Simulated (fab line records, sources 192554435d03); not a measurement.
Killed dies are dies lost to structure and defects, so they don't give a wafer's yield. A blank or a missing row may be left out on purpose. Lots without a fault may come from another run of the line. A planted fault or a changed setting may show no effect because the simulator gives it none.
Chamber matching | flow n5_finfet | N5_BEOL_M5_ETCH_62 on rie_diel-01: 4 sister chambers
The step etches SOC in N2/H2, target depth 75 nm, overetch 15 nm, time 112.5 s. 4 wafers are shown with their chamber, then 7 later ones without.

WAFERS WITH THEIR CHAMBER
wafer  | chamber | showerhead_plenum_p_Torr (Torr)
L082.5 | 0       | 2.69
L089.1 | 2       | 2.50
L092.2 | 3       | 2.57
L092.3 | 1       | 2.68

WAFERS WITHOUT THEIR CHAMBER
wafer  | showerhead_plenum_p_Torr (Torr)
L092.5 | 2.68
L097.1 | 2.49
L097.2 | 2.57
L097.3 | 2.68
L096.3 | 2.57
L096.4 | 2.68
L096.5 | 2.68

WHICH CHAMBER EACH WENT THROUGH
wafer  | from the rows above | in truth
L092.5 | 1                   | 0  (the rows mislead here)
L097.1 | 2                   | 2
L097.2 | 3                   | 3
L097.3 | 1                   | 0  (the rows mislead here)
L096.3 | 3                   | 3
L096.4 | 1                   | 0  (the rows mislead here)
L096.5 | 1                   | 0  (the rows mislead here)
Placed correctly: 3 of 7. Can't be placed from these rows: 0. Placed wrongly: 4.
How it was worked out, from the rows above alone: a wafer's distance from a chamber is the root of the sum, over the readings, of the square of ((its reading less the chamber's mean) divided by the reading's scatter). The wafer belongs to the nearest chamber; if the next one is less than 2 further off, it can't be placed. A chamber's mean is the mean of its shown wafers. The scatter: with one shown wafer a chamber, the root of the mean of the squares of how far each hidden wafer lies from its nearest shown one.
